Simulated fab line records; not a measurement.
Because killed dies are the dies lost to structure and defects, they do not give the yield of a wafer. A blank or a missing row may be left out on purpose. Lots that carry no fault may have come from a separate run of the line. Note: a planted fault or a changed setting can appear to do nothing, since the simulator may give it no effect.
Comparing a struck lot with a sound one | flow n5 finfet | 37 out of 1938 route steps
Sound: wafers L387.1, L387.2, L387.5. Struck: wafer L383.4 (L383.3, L383.6, from the same lot, were not struck and are left out); the cause is given at the end.
Each step with rows lists, per side, the tool, then ch with its chambers, then its first start. Under that, the readings that differ: sound wafers | struck wafers | difference of the means | sigmas: that difference in standard deviations of wafers without a fault.
alike: readings whose means differ by less than 2 such deviations, and words and numbers that are the same on both sides. not compared: withheld readings, readings that some wafer has no value for, bounds like >300 that may hide the same value, and numbers for which the record gives no deviation and whose values overlap.
A row with sigmas, a row that says differs or no value, or rows on one side alone: a step with any of these is where the two part. When numbers do not overlap yet have no deviation, they are printed without sigmas and do not part them. A reading that every wafer of one side lacks parts them only if that side has two wafers or more.

first, 12 steps without rows for these wafers: N5_SD_EPI_P_STRIP_38 (strips in N2/H2); N5_SD_EPI_P_ETCHBACK_46 (etches SiNx in CH3F/O2, stops on SiO2, target depth 17.5 nm); N5_SD_EPI_P_ETCH_47 (etches SiOCN in CH3F/O2, target depth 25 nm); N5_SD_EPI_P_ETCH_16 (etches SiO2 in CHF3/O2, target depth 5 nm); N5_SD_EPI_P_STRIP_50 (strips in CHF3/O2); N5_SD_EPI_P_SD_RECESS_17 (chemistry HBr/Cl2/O2, target depth 39.1 nm, bt time 3 s); N5_SD_EPI_P_WET_ETCH_45 (etches SiO2 in dHF, time 10.7 s, target depth 2 nm, rinse time 30 s); N5_SD_EPI_P_STRIP_40 (strips in N2/H2); N5_SD_EPI_P_PRECLEAN_52 (cleans in O3/DIW, time 60 s); N5_SD_EPI_P_SRD_20 (time 30 s); N5_SD_EPI_P_PRECLEAN_51 (cleans in NF3:NH3, afs cycles 1, time 20 s, sublimation time 60 s); N5_SD_EPI_P_VAPOR_ETCH_44 (etches SiGe30 in NF3/Ar, time 3.3 s).
N5_SD_EPI_P_EPI_21: deposits SiGe:B, time 355 s.
  sound on epi rpcvd-01 ch 0, day 8 20:44; struck on epi rpcvd-04 ch 0, day 7 19:45
  reading                                     | sound          | struck | difference | sigmas
  epi growth time s (s)                       | 355 355 355    | 427.93 | +72.93     |
  model.SiGe-B_of_SD_EPI_P_EPI_21.thk nm (nm) | 59.2 60.2 59.2 | 69.4   | +9.9       |
N5_SD_EPI_P_EPI_MEAS_23:
  sound: film metro-02 at day 8 23:39; struck: film metro-02 at day 7 21:14
  reading     | sound          | struck | difference | sigmas
  thk nm (nm) | 60.0 59.5 58.4 | 70.1   | +10.8      | +8
then, 8 steps without rows for these wafers: N5_SD_EPI_P_HM_STRIP_48 (strips SiNx in H3PO4, material SiNx, target depth 3 nm); N5_SD_EPI_P_SRD_49 (time 30 s); N5_SD_EPI_P_PRECLEAN_24 (cleans in O3/DIW, time 45 s); N5_SD_EPI_P_PRECLEAN_32 (cleans in dHF, time 10 s); N5_SD_EPI_P_PRECLEAN_33 (cleans in SC2, time 45 s); N5_SD_EPI_P_SRD_25 (time 30 s); N5_SD_ACTIVATION_RTA_00 (time 0 s); N5_SD_ACTIVATION_LSA_01 (time 0.0008 s).
N5_SD_ACTIVATION_RS_MEAS_03: uses a four-point probe to measure.
  sound: film metro-01 at day 9 00:16; struck: film metro-01 at day 7 21:54
  reading          | sound          | struck | difference | sigmas
  RS_SD_P (ohm/sq) | 57.7 56.7 58.2 | 48.2   | -9.3       | -10
  alike: RS_SD_N
then, 12 steps without rows for these wafers: N5_ILD0_LINER_00 (material SiNx, target thk 4 nm, pulse time 1 s, purge time 2 s); N5_ILD0_FCVD_FILL_01 (material SiO2 flowable, target thk 200 nm, time 328.3 s); N5_ILD0_CURE_02 (time 1800 s); N5_ILD0_CMP_03 (polishes, stops on SiNx, t overpolish 1.9 s, target thk 197.38 nm); N5_ILD0_CMP_07 (polishes SiO2 flowable, stops on poly-Si, t overpolish 1.18 s, target thk 138.88 nm); N5_ILD0_PRECLEAN_10 (cleans in NF3:NH3, afs cycles 5, time 20 s, sublimation time 60 s); N5_ILD0_ALD_15 (deposits SiNx, target thk 24 nm, pulse time 1 s, ald cycles 480); N5_ILD0_CMP_12 (polishes SiNx, stops on poly-Si, t overpolish 6 s, target thk 17.67 nm); N5_SDB_HM_DEP_00 (deposits SiNx from SiH4/NH3/N2, target thk 40 nm, time 35.3 s); N5_SDB_COAT_03 (time 60 s, resist thk 100 nm); N5_SDB_COAT_04 (time 60 s, resist thk 18 nm); N5_SDB_COAT_05 (resist thk 90 nm).
N5_MOL_CONTACT_COAG_ETCH_110: etches Si in CF4/O2, target depth 2.5 nm, time 8 s.
  sound on rie diel-02 ch 1,2,3, day 10 05:56; struck on rie diel-04 ch 2, day 9 05:45
  reading                                     | sound          | struck | difference | sigmas
  model.SiGe-B_of_SD_EPI_P_EPI_21.thk nm (nm) | 56.4 57.2 56.4 | 66     | +9         |
  alike: drypump motor current A, oes_f_703_au, oes product au, rf vpp V, showerhead plenum p Torr, throttle valve pct
  not compared: rf hours counter h
-- the record jumps here: 8 days lie between the struck wafers' starts before and after (it left off in module MOL_CONTACT_COAG and takes up again in module BEOL_M4, whose first step shown is number 1111 of the route) --
N5_BEOL_M4_RC_MEAS_101:
  sound on prober-01 ch 0, day 17 16:49; struck on prober-02 ch 0, day 17 01:40
  reading          | sound          | struck | difference | sigmas
  RS_SD_P (ohm/sq) | 67.4 66.7 67.6 | 56.9   | -10.3      | -11
  alike: DIBL_N, DIBL_P, IOFF_N, IOFF_P, ION_N, ION_P, SS_N, SS_P, VT_N, VT_P

## WHERE THEY PART
Last at N5_BEOL_M4_RC_MEAS_101 as far as this record goes, first at N5_SD_EPI_P_EPI_MEAS_23.

WHY: the cause the simulator had injected
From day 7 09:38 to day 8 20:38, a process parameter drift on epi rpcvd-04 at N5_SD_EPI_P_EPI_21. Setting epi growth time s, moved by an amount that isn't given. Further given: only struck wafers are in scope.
